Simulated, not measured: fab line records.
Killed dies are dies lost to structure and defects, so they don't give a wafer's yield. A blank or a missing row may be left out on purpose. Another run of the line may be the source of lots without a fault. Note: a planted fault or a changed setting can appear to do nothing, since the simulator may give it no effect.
fab line records	flow nand_harc
record: lots: 11	wafers: 33	last_day: 24
route steps=1159 shown A_STAIRCASE@581 END@1159
lots with no fault: from the same line, run without faults
start_h: start of the lot's first displayed wafer, in hours after the record's first day	wait_h: hours since the lot's step before	" the same as in the row above	L1.1+2: several wafers, shown together as one row	- no value, or no start was given	* or withheld: withheld	< > ~ a bound
route shown NAME@n: names a module that has steps shown in the file, with the first one's number in the route	usual: the fault-free wafers' mean and standard deviation	same: alike in all rows	chamber/n: place in a boat	sites: each site's reading	_std_site: the values' standard deviation	_edge_site: the outer-site mean with the inner-site mean subtracted	radius_mm: how far each site lies from the wafer's centre	mask NAME#n: copy n	behind: the tool/chamber that last shaped the wafer	hold: what put the lot on hold/how long, in hours/how the hold closed	device: names the non-switching transistor (n, p or np)	end of line: the tests these same wafers got at the end of their route	a step without rows: its recipe alone	killed: count of dies lost to structure and defects at first sort (not the wafer's yield)	map: shows each die of a wafer: x if killed, . if not, _ if none is there
set.NAME: the run value of the setting; set.NAME@STEP: its run value at that earlier step	model.NAME: the simulator's own value behind a step, which no gauge read
route steps across a sampled set of lots; one table per step, one row per wafer
services: the hour from which a tool's chamber was out of use, counted from the record's first day as start_h (under 0 if before that day), plus the number of hours and why
== steps ==
step: NHARC_A_STAIRCASE_TRIM_187
recipe: time_s: 211.2	o2_flow_sccm: 500	ar_flow_sccm: 0	bias_w: 0	chemistry: O2
usual: chamber_pressure_mTorr: 60.00/0.054	drypump_motor_current_A: 5.56/0.27	oes_product_au: 0.995/0.01	rf_vpp_V: 57.8/0.87	showerhead_plenum_p_Torr: 3.50/0.14	throttle_valve_pct: 17.037/0.0091
lot.wafer	tool	chamber	start_h	wait_h	chamber_pressure_mTorr	drypump_motor_current_A	oes_product_au	rf_hours_counter_h	rf_vpp_V	showerhead_plenum_p_Torr	throttle_valve_pct
L554.4	rie_diel-01	1	240.50	0.1	59.98	5.61	0.986	33	57.7	3.79	17.044
L554.1	"	2	"	"	60.04	5.68	1.005	37	58.7	3.62	17.035
L554.6	"	0	"	"	59.91	5.51	1.006	-	56.9	3.54	17.040
L557.3	rie_diel-01	2	253.55	0.2	59.99	5.69	1.000	41	59.5	3.62	17.041
L557.1	"	3	"	"	60.00	5.06	1.004	35	59.2	3.66	17.033
L557.4	"	1	"	"	59.91	5.62	1.013	38	59.9	3.79	17.032
L556.3	rie_diel-01	2	253.78	0.1	59.98	5.69	1.014	42	57.0	3.62	17.034
L556.5	"	3	"	"	59.97	5.03	0.995	-	57.8	3.66	17.037
L556.6	"	0	"	"	60.03	5.52	1.005	-	58.1	3.54	17.025
L558.4	rie_diel-08	1	270.92	0.1	59.97	5.44	0.986	54	58.3	3.49	17.037
L558.6	"	1	"	"	60.04	5.45	0.995	-	57.1	3.49	17.030
L558.5	"	2	"	"	60.04	5.56	0.994	-	60.3	3.64	17.039
L571.3	rie_diel-09	3	339.03	0.1	59.96	6.06	0.990	32	56.8	3.61	17.040
L571.6	"	1	"	"	59.95	5.58	1.003	-	58.4	3.52	17.045
L571.5	"	2	"	"	60.09	5.62	0.998	-	58.1	3.37	17.029
L572.1	rie_diel-08	0	349.58	0.1	60.01	5.75	0.983	16	57.0	3.34	17.054
L572.4	"	2	"	"	60.03	5.55	1.008	14	58.5	3.63	17.025
L572.3	"	3	"	"	60.01	5.78	0.992	15	58.0	3.31	17.053
L573.1	rie_diel-01	3	356.20	0.1	60.02	5.00	1.009	4	59.2	3.64	17.040
L573.4	"	0	"	"	59.89	5.52	1.005	13	57.7	3.51	17.041
L573.6	"	0	"	"	60.10	5.52	1.008	-	57.7	3.51	17.025
L576.1	rie_diel-09	2	364.37	0.1	60.08	5.63	0.989	34	57.4	3.36	17.024
L576.4	"	3	"	"	60.08	6.02	0.998	40	57.9	3.61	17.056
L576.6	"	2	"	"	60.00	5.65	0.999	-	58.0	3.36	17.045
L574.1	rie_diel-08	2	364.77	0.1	60.06	5.57	1.003	21	56.7	3.62	17.031
L574.2	"	1	"	"	59.99	5.46	1.001	22	56.9	3.47	17.037
L574.5	"	3	"	"	59.97	5.78	0.986	-	57.7	3.30	17.055
L575.3	rie_diel-08	2	369.10	0.1	60.00	5.57	1.007	22	57.6	3.62	17.035
L575.5	"	3	"	"	60.11	5.76	0.990	-	56.4	3.30	17.040
L575.6	"	0	"	"	60.03	5.78	0.993	-	57.8	3.33	17.032
L577.3	rie_diel-08	1	388.16	0.1	60.04	5.40	0.998	32	58.9	3.47	17.050
L577.4	"	2	"	"	59.92	5.58	0.996	28	57.3	3.62	17.040
L577.5	"	1	"	"	60.02	5.43	0.998	-	58.2	3.47	17.032
step: NHARC_A_STAIRCASE_TRIM_189
recipe: time_s: 211.2	o2_flow_sccm: 500	ar_flow_sccm: 0	bias_w: 0	chemistry: O2
usual: chamber_pressure_mTorr: 59.99/0.055	drypump_motor_current_A: 5.57/0.26	oes_product_au: 0.996/0.011	rf_vpp_V: 57.8/0.99	showerhead_plenum_p_Torr: 3.51/0.14	throttle_valve_pct: 17.037/0.0092
lot.wafer	tool	chamber	start_h	wait_h	chamber_pressure_mTorr	drypump_motor_current_A	oes_product_au	rf_hours_counter_h	rf_vpp_V	showerhead_plenum_p_Torr	throttle_valve_pct
L554.4	rie_diel-01	1	-	-	59.99	5.63	1.003	34	58.5	3.79	17.027
L554.1	"	3	"	"	59.99	5.00	0.990	31	57.8	3.66	17.038
L554.6	"	1	"	"	60.10	5.63	1.008	-	58.8	3.79	17.047
L557.4	rie_diel-01	3	-	-	59.97	5.01	1.000	35	57.2	3.65	17.034
L557.3	"	1	"	"	59.93	5.64	1.012	38	58.8	3.79	17.035
L557.1	"	2	"	"	60.00	5.71	0.994	42	59.0	3.62	17.027
L556.3	rie_diel-01	0	-	-	59.98	5.51	1.003	41	58.5	3.54	17.047
L556.6	"	3	"	"	60.02	5.05	0.996	-	60.0	3.65	17.048
L556.5	"	0	"	"	60.00	5.46	1.000	-	57.4	3.54	17.028
L558.4	rie_diel-08	1	-	-	59.96	5.47	0.995	54	57.8	3.49	17.043
L558.6	"	0	"	"	59.96	5.82	0.982	-	56.1	3.35	17.043
L558.5	"	1	"	"	60.06	5.44	1.004	-	58.2	3.49	17.053
L571.3	rie_diel-09	1	-	-	59.85	5.61	0.990	31	57.6	3.52	17.035
L571.5	"	1	"	"	59.98	5.61	1.006	-	56.7	3.52	17.046
L571.6	"	2	"	"	59.97	5.59	0.999	-	58.0	3.37	17.038
L572.3	rie_diel-08	0	-	-	60.00	5.81	0.985	17	57.2	3.34	17.030
L572.4	"	1	"	"	59.94	5.44	0.991	17	58.6	3.48	17.033
L572.1	"	2	"	"	60.03	5.58	0.988	16	56.3	3.63	17.038
L573.1	rie_diel-01	3	-	-	60.07	5.07	1.008	4	59.3	3.64	17.052
L573.4	"	1	"	"	60.04	5.61	1.007	13	58.1	3.76	17.030
L573.6	"	3	"	"	60.05	5.02	1.006	-	57.7	3.64	17.032
L576.1	rie_diel-09	2	-	-	60.06	5.64	0.995	34	57.6	3.36	17.032
L576.4	"	1	"	"	60.00	5.62	0.999	42	59.1	3.51	17.051
L576.6	"	3	"	"	59.99	6.07	0.993	-	58.5	3.61	17.049
L574.1	rie_diel-08	2	-	-	60.02	5.56	1.011	21	58.7	3.62	17.011
L574.2	"	0	"	"	59.94	5.80	0.994	21	57.3	3.33	17.041
L574.5	"	3	"	"	60.00	5.77	1.001	-	57.0	3.30	17.033
L575.3	rie_diel-08	2	-	-	59.86	5.56	0.999	22	58.9	3.62	17.046
L575.5	"	3	"	"	60.02	5.77	0.987	-	57.6	3.30	17.042
L575.6	"	0	"	"	59.99	5.77	0.981	-	57.4	3.33	17.034
L577.3	rie_diel-08	1	-	-	60.07	5.45	0.996	33	56.3	3.47	17.029
L577.4	"	2	"	"	60.02	5.56	0.995	30	57.7	3.62	17.017
L577.5	"	2	"	"	60.00	5.57	1.004	-	58.9	3.62	17.045
step: NHARC_A_STAIRCASE_ETCH_194
recipe: target_depth_a: 1000	time_s: 40.5	ion_energy_ev: 400	c4f8_flow_sccm: 20	o2_flow_sccm: 10	ar_flow_sccm: withheld	rf_w: 600	bias_w: 1000	chemistry: C4F8/O2
usual: chamber_pressure_mTorr: 24.997/0.024	oes_product_au: 0.938/0.013	rf_vpp_V: 895/5.1	run_length_s: 61.7/0.5
lot.wafer	tool	chamber	start_h	wait_h	chamber_pressure_mTorr	oes_product_au	rf_hours_counter_h	rf_vpp_V	run_length_s
L554.4	rie_diel-01	1	-	-	24.985	0.952	34	902	60.9
L554.1	"	0	"	"	24.974	0.937	37	897	62.9
L554.6	"	2	"	"	24.991	0.948	-	899	61.2
L557.3	rie_diel-01	3	-	-	24.976	0.939	36	902	61.7
L557.4	"	1	"	"	25.076	0.942	38	905	61.4
L557.1	"	2	"	"	25.000	0.961	42	899	61.1
L556.3	rie_diel-01	3	-	-	24.977	0.944	36	900	61.8
L556.6	"	0	"	"	25.039	0.959	-	896	63.0
L556.5	"	1	"	"	25.019	0.954	-	905	61.0
L558.4	rie_diel-08	1	-	-	25.017	0.941	55	893	62.2
L558.5	"	1	"	"	24.988	0.934	-	894	61.9
L558.6	"	2	"	"	24.996	0.966	-	900	62.1
L571.3	rie_diel-09	1	-	-	24.990	0.940	31	895	61.3
L571.5	"	1	"	"	25.059	0.941	-	895	61.5
L571.6	"	2	"	"	24.999	0.936	-	890	62.0
L572.3	rie_diel-08	3	-	-	24.955	0.927	17	888	61.6
L572.1	"	0	"	"	24.990	0.927	18	887	60.9
L572.4	"	2	"	"	24.991	0.930	17	900	62.0
L573.4	rie_diel-01	2	-	-	24.981	0.941	13	900	61.5
L573.1	"	3	"	"	24.972	0.942	4	899	61.5
L573.6	"	2	"	"	25.012	0.929	-	898	61.4
L576.1	rie_diel-09	2	-	-	24.994	0.940	35	890	62.1
L576.4	"	1	"	"	24.979	0.938	42	894	61.2
L576.6	"	2	"	"	24.964	0.939	-	891	61.9
L574.2	rie_diel-08	2	-	-	24.962	0.951	21	900	62.3
L574.1	"	0	"	"	25.009	0.924	22	889	60.9
L574.5	"	2	"	"	25.025	0.938	-	901	62.4
L575.3	rie_diel-08	0	-	-	24.995	0.937	24	888	61.4
L575.6	"	1	"	"	25.034	0.960	-	894	61.7
L575.5	"	2	"	"	25.035	0.959	-	898	62.0
L577.3	rie_diel-08	1	-	-	24.985	0.933	33	894	62.2
L577.4	"	2	"	"	25.028	0.956	30	899	62.0
L577.5	"	0	"	"	25.038	0.925	-	889	61.1
step: NHARC_A_STAIRCASE_ETCH_201
recipe: target_depth_a: 1000	time_s: 40.5	ion_energy_ev: 400	c4f8_flow_sccm: 20	o2_flow_sccm: 10	ar_flow_sccm: withheld	rf_w: 600	bias_w: 1000	chemistry: C4F8/O2
usual: chamber_pressure_mTorr: 24.999/0.022	oes_product_au: 0.939/0.012	rf_vpp_V: 895/5.2	run_length_s: 61.7/0.54
lot.wafer	tool	chamber	start_h	wait_h	chamber_pressure_mTorr	oes_product_au	rf_hours_counter_h	rf_vpp_V	run_length_s
L554.4	rie_diel-08	0	242.21	-	24.971	0.927	38	890	61.3
L554.1	"	1	"	"	25.025	0.959	44	896	61.7
L554.6	"	2	"	"	24.989	0.976	-	900	61.9
L557.4	rie_diel-08	2	255.54	-	24.966	0.948	47	901	62.2
L557.3	"	3	"	"	24.982	0.925	48	887	61.5
L557.1	"	0	"	"	25.001	0.938	42	889	60.9
L556.3	rie_diel-08	3	255.62	-	25.003	0.927	48	888	72.4
L556.6	"	1	"	"	25.031	0.946	-	896	72.5
L556.5	"	2	"	"	24.975	0.956	-	900	62.2
L558.4	rie_diel-08	0	272.85	-	25.039	0.916	48	890	72.4
L558.6	"	3	"	"	25.016	0.930	-	888	72.1
L558.5	"	0	"	"	24.996	0.916	-	889	61.3
L571.3	rie_diel-08	2	341.09	-	24.996	0.935	11	898	61.9
L571.5	"	0	"	"	24.997	0.943	-	887	61.1
L571.6	"	1	"	"	24.948	0.942	-	895	61.6
L572.4	rie_diel-01	2	353.73	-	24.991	0.946	12	899	61.4
L572.3	"	3	"	"	24.991	0.939	3	900	61.6
L572.1	"	0	"	"	25.011	0.931	12	896	63.0
L573.4	rie_diel-01	3	357.88	-	24.972	0.940	4	899	61.6
L573.1	"	2	"	"	25.005	0.945	13	898	61.2
L573.6	"	0	"	"	24.980	0.945	-	896	62.7
L576.4	rie_diel-01	1	366.40	-	24.990	0.948	16	906	61.1
L576.1	"	2	"	"	25.021	0.954	16	900	61.3
L576.6	"	3	"	"	25.022	0.941	-	900	61.9
L574.1	rie_diel-01	2	366.87	-	24.971	0.940	16	899	61.8
L574.2	"	1	"	"	24.986	0.954	16	906	61.8
L574.5	"	2	"	"	24.971	0.943	-	898	61.4
L575.3	rie_diel-08	1	370.85	-	25.014	0.932	24	895	61.8
L575.5	"	0	"	"	24.975	0.938	-	887	60.9
L575.6	"	1	"	"	25.024	0.936	-	893	61.7
L577.3	rie_diel-01	0	391.24	-	25.033	0.937	25	895	62.5
L577.4	"	1	"	"	25.008	0.958	24	905	61.6
L577.5	"	2	"	"	24.999	0.954	-	900	62.0
step: NHARC_END_SORT_01
recipe: temp_c: 25
usual: killed_at_array: 29/13	killed_at_other: 0.7/1	killed_at_periphery: 3.2/2.3	killed_dies: 33/13	killed_open: 3.3/1.7	killed_short: 2.0/1.5
same: gross_dies: 677
lot.wafer	tool	chamber	start_h	wait_h	killed_at_array	killed_at_other	killed_at_periphery	killed_dies	killed_open	killed_short
L556.3	prober-01	0	456.31	3.1	438	0	2	440	2	2
L556.5	prober-01	0	457.91	3.7	18	1	2	21	2	3
L556.6	prober-01	0	458.71	4.0	563	0	1	564	3	2
L558.4	prober-02	0	480.98	3.4	408	0	3	411	2	1
L558.5	prober-02	0	481.78	3.7	25	0	1	26	4	2
L558.6	prober-02	0	482.58	4.0	456	0	1	457	2	1
killed by level:class
L556.3 A_STAIRCASE:area_etch=419 A_SLIT:chamber_film_flake=6 A_CHANNEL_HOLE_D1:chamber_film_flake=5 A_CONTACT:chamber_film_flake=2 A_CHANNEL_HOLE_D1:geometric_particle:short=1 A_CONTACT:geometric_particle:open=1 A_M0:geometric_particle:open=1 A_M1:geometric_particle:short=1
L556.5 A_SLIT:chamber_film_flake=7 A_CHANNEL_HOLE_D1:chamber_film_flake=2 A_STAIRCASE:chamber_film_flake=2 A_CONTACT:chamber_film_flake=2 P_M0:geometric_particle:open=1 A_ONON_D1:geometric_particle:short=1 A_CHANNEL_FILL_D1:geometric_particle:short=1 A_CHANNEL_FILL_D1:geometric_particle:open=1
L556.6 A_STAIRCASE:area_etch=531 A_SLIT:chamber_film_flake=16 A_CHANNEL_HOLE_D1:chamber_film_flake=4 A_STAIRCASE:chamber_film_flake=3 A_CONTACT:chamber_film_flake=3 A_ONON_D1:geometric_particle:open=2 A_WL_FILL:geometric_particle:short=2 A_M1:geometric_particle:open=1
L558.4 A_STAIRCASE:area_etch=381 A_CHANNEL_HOLE_D1:chamber_film_flake=10 A_SLIT:chamber_film_flake=7 A_CONTACT:chamber_film_flake=6 A_STAIRCASE:chamber_film_flake=2 P_M0:geometric_particle:open=1 A_ONON_D1:geometric_particle:short=1 A_CHANNEL_HOLE_D1:geometric_particle:open=1
L558.5 A_CHANNEL_HOLE_D1:chamber_film_flake=10 A_SLIT:chamber_film_flake=7 A_CHANNEL_FILL_D1:geometric_particle:short=2 A_WL_FILL:geometric_particle:open=2 A_CONTACT:geometric_particle:open=1 A_M1:geometric_particle:open=1 P_ZERO_WELL:chamber_film_flake=1 A_CHANNEL_FILL_D1:chamber_film_flake=1
L558.6 A_STAIRCASE:area_etch=422 A_SLIT:chamber_film_flake=15 A_CHANNEL_HOLE_D1:chamber_film_flake=13 A_CONTACT:chamber_film_flake=3 P_CONTACT:geometric_particle:open=1 A_CHANNEL_FILL_D1:geometric_particle:open=1 A_BLC:geometric_particle:short=1 A_STAIRCASE:chamber_film_flake=1
== services ==
tool	chamber	start_h	hours	kind
rie_diel-08	0	232.05	-	clean
rie_diel-08	1	232.05	-	clean
rie_diel-08	2	232.05	-	clean
rie_diel-08	3	232.05	-	clean
rie_diel-09	-	245.02	0.4	repair
rie_diel-09	-	254.44	9.0	pm
rie_diel-08	0	256.55	-	clean
rie_diel-08	1	256.55	-	clean
rie_diel-08	2	256.55	-	clean
rie_diel-08	3	256.55	-	clean
rie_diel-09	2	278.74	10.0	repair
rie_diel-08	0	282.37	-	clean
rie_diel-08	1	282.37	-	clean
rie_diel-08	2	282.37	-	clean
rie_diel-08	3	282.37	-	clean
rie_diel-09	2	295.60	8.1	repair
rie_diel-08	-	301.88	9.0	pm
rie_diel-08	0	301.88	9.0	vent_cycle
rie_diel-08	1	301.88	9.0	vent_cycle
rie_diel-08	2	301.88	9.0	vent_cycle
rie_diel-08	3	301.88	9.0	vent_cycle
rie_diel-01	2	306.60	9.9	repair
rie_diel-01	-	314.80	9.0	pm
rie_diel-01	3	331.80	21.5	repair
== key ==
first_sign: step: NHARC_A_STAIRCASE_ETCH_201	reading: run_length_s	direction: up	sigmas: 20	usual: *	struck: *
effect: step: NHARC_END_SORT_01	reading: killed_at_array	direction: up	sigmas: 34	usual: 29	struck: 466
more_kills_born_at: NHARC_A_STAIRCASE_ETCH_201@rie_diel-08: 1753
met_at NHARC_A_STAIRCASE_ETCH_201
struck_lots L556,L558
struck_wafers L556.3,L556.6,L558.4,L558.6
later_rows_left_out L556.3,L556.6,L558.4,L558.6
tester_left_out L556,L558
not_acting_at NHARC_A_STAIRCASE_TRIM_187,NHARC_A_STAIRCASE_TRIM_189,NHARC_A_STAIRCASE_ETCH_194
onset_between 255.54 255.62
fault: kind: process_parameter_drift	tool: rie_diel-08	chamber: -	onset_h: 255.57	steps: NHARC_A_STAIRCASE_ETCH_201	channel: time_s	offset: *	shape: step	end_h: 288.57	scope: struck_wafers_only	acts_in: *	stated: *
tester_left_out: of these lots the tester's yield and bins aren't shown, on N5 and GAA mostly nor the transistor test; their killed dies are dies lost to structure and defects alone, not to doping, threshold or leakage, so they don't give the yield
later_rows_left_out: the simulator's readings of these wafers behind a module that went badly wrong aren't trusted and aren't shown, but for the sort
